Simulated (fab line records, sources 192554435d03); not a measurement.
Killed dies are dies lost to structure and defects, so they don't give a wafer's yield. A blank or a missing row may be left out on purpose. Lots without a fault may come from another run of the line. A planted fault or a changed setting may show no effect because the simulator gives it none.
Split-lot experiment | flow n5_finfet | 7 lots, 21 wafers read, on a route of 1938 steps

THE SPLIT
At N5_WELL_APT_COAT_02 (resist thk 950 nm), the setting spin_rpm was moved away from the recipe's 1357 rpm on 3 of the 21 wafers read, by -4.2% to +9.1%. The other wafers ran this setting at the recipe's value.

The reading is taken at the split's own step.

THE READING
coat_of_WELL_APT_COAT_02.thk_nm (the simulator's own value, which no gauge read), in nm, at N5_WELL_APT_COAT_02 (resist thk 950 nm). The file gives no usual value for it. The 18 wafers here that ran the recipe average 951.5 nm, standard deviation 3.2 nm.

wafer  | tool, chamber at the split | spin_rpm as run, rpm | against the recipe | coat_of_WELL_APT_COAT_02.thk_nm, nm | against lot-mates on the recipe
L074.2 | litho_track-02, 0          | 1357                 | recipe             | 949.5                               | -
L074.3 | litho_track-02, 0          | 1357                 | recipe             | 949.7                               | -
L074.6 | litho_track-02, 0          | 1357                 | recipe             | 944.4                               | -
L076.1 | litho_track-03, 0          | 1357                 | recipe             | 945.9                               | -
L076.3 | litho_track-03, 0          | 1303                 | -4.0%              | 965.7                               | +19.0
L076.5 | litho_track-03, 0          | 1357                 | recipe             | 947.6                               | -
L077.1 | litho_track-02, 0          | 1357                 | recipe             | 951.9                               | -
L077.3 | litho_track-02, 0          | 1357                 | recipe             | 949.5                               | -
L077.5 | litho_track-02, 0          | 1480                 | +9.1%              | 910.9                               | -39.8
L087.3 | litho_track-02, 0          | 1357                 | recipe             | 952.6                               | -
L087.4 | litho_track-02, 0          | 1357                 | recipe             | 952.3                               | -
L087.6 | litho_track-02, 0          | 1357                 | recipe             | 949                                 | -
L089.2 | litho_track-03, 0          | 1357                 | recipe             | 954.7                               | -
L089.4 | litho_track-03, 0          | 1357                 | recipe             | 952.7                               | -
L089.6 | litho_track-03, 0          | 1300                 | -4.2%              | 976.1                               | +22.4
L090.2 | litho_track-03, 0          | 1357                 | recipe             | 953.1                               | -
L090.4 | litho_track-03, 0          | 1357                 | recipe             | 954.4                               | -
L090.5 | litho_track-03, 0          | 1357                 | recipe             | 953.4                               | -
L091.1 | litho_track-03, 0          | 1357                 | recipe             | 956.1                               | -
L091.2 | litho_track-03, 0          | 1357                 | recipe             | 954.5                               | -
L091.3 | litho_track-03, 0          | 1357                 | recipe             | 955.5                               | -

THE FIT
A straight line over all 21 wafers: coat_of_WELL_APT_COAT_02.thk_nm changes by -4.57 nm for each +1% of spin_rpm; r = -0.95; the points scatter about the line by 3.5 nm.
The same after taking each lot's own level away (the mean of its wafers on the recipe; 21 wafers): -4.59 nm for each +1%; r = -0.99; scatter 1.6 nm.
On that fit, the largest move of spin_rpm shifts the reading by 42 nm.
The lots' own levels span 946.75 to 955.37 nm, that is 2.7 times the standard deviation above.
So the lot-to-lot level changes the slope little: the two slopes agree.
Check: with one of the wafers moved furthest among these (+9.1%) left out of the fit, the line predicts -45.9 nm for it against its lot-mates. It came out at -39.8 nm against them.

THE FILE'S OWN FIT
coat_of_WELL_APT_COAT_02.thk_nm changes by -4.58 nm for each +1% of spin_rpm, r = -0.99.
